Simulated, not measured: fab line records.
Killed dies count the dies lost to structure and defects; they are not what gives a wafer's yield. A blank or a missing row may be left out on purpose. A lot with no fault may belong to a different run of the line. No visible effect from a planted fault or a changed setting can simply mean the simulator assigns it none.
Code-filled problem report in 8D (eight disciplines) form ; flow nand harc ; the parts of the form that need people (team, actions taken, sign-off) are left out

== 1. WHAT IS WRONG ==
Mean of killed at array at NHARC_END_SORT_01: 674 over 2 wafers from 1 lot, against 55 (standard deviation 19) on wafers with no fault. Relative to the usual mean, that is a shift of +33 standard deviations.
The first sign was on wafer L958.4 at day 30 22:32, on prober-01. The record has a number at this step for 21 wafers belonging to 7 lots. The rule behind "out" and "out of limits": a value lying over 4 standard deviations away from the usual mean. Any other wafer with a number is counted as sound.

== 2. WHAT IT IS AND WHAT IT IS NOT ==
question;is;is not
which readings at this step;killed at array, killed dies;killed at other, killed at periphery, killed open, killed short
which lots;L958;L949, L951, L952, L953, L956, L963
which wafers of those lots;L958.4, L958.6;L958.3
read on which gauges;prober-01;prober-02
when;from day 30 22:32;"up to then (16 sound wafers); but 3 sound wafers of L963 came after"

== 3. WHAT RULES OUT EACH SUSPECT ==
Counting: any tool at a process step up to the reading remains a suspect provided it ran every lot that is out. Sound lots after the first of them don't rule it out here, since some wafers of a struck lot are sound.
- the gauge at NHARC_END_SORT_01: kept. All the wafers that are out were read on prober-01, and no step on other tools shows them out.
- pvd sputter-03 at NHARC_A_BLC_PVD_32 (deposits Ti, target thk 5 nm, time 17.7 s): kept. L958, the lot that is out, went through it at day 29 02:31; up to then, the latest sound lot through it was L953 at day 27 02:47.
- pvd sputter-02 at NHARC_THIN_TSV_PRE_CLEAN_50 (time 30 s): kept. L958, the lot that is out, went through it at day 30 10:10; up to then, the latest sound lot through it was L953 at day 28 06:23. With no start given for some of its lots, NHARC_THIN_TSV_PRE_CLEAN_50 uses the hours and lot order of NHARC_THIN_TSV_ANNEAL_52.
- rtp anneal-01 at NHARC_THIN_TSV_ANNEAL_52 (time 90 s): kept. L958, the lot that is out, went through it at day 30 10:10; up to then, the latest sound lot through it was L956 at day 28 07:34.
- plasma asher-02 at NHARC_THIN_TSV_STRIP_56 (strips in O2): kept. L958, the lot that is out, went through it at day 30 12:49; up to then, the latest sound lot through it was L953 at day 28 08:56.
Left after counting: pvd sputter-03 at NHARC_A_BLC_PVD_32, pvd sputter-02 at NHARC_THIN_TSV_PRE_CLEAN_50, rtp anneal-01 at NHARC_THIN_TSV_ANNEAL_52, plasma asher-02 at NHARC_THIN_TSV_STRIP_56, prober-01 at NHARC_END_SORT_01.

== 4. THE CAUSE (what the simulator had put in) ==
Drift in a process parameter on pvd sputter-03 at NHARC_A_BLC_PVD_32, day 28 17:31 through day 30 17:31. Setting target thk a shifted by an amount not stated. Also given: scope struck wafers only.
Counting leaves 5 suspects; this tool is one of them.

== 5. THE EFFECT CHAIN, in route order ==
Rows list readings where the struck wafers' mean (over those with a number) sits beyond 3 standard deviations from the usual. Only readings for which the record gives a usual standard deviation are gone through. hours: the time from each lot's start at the first step in this table that gives one to its start at this step, as a median over the lots. sigmas: the change in usual standard deviations.
hours;step;reading;usual;on struck wafers;change;sigmas
0;NHARC_END_SORT_01;killed at array;55;674;+618;+33
0;NHARC_END_SORT_01;killed dies;60;677;+617;+32

== 6. HOW IT WOULD HAVE BEEN CAUGHT EARLIER ==
The first out-of-limits reading at a measuring or inspecting step in this record came at day 30 22:32, 53 hours after the fault's start at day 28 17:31.
No tool reading at NHARC_A_BLC_PVD_32 that has a usual standard deviation in the record was out on any struck wafer, so an alarm limit of 4 standard deviations on those readings would not have fired.
By day 30 22:32, every lot that is out (1) had started NHARC_A_BLC_PVD_32 on pvd sputter-03. None of them would have been spared by holding the tool at that moment.
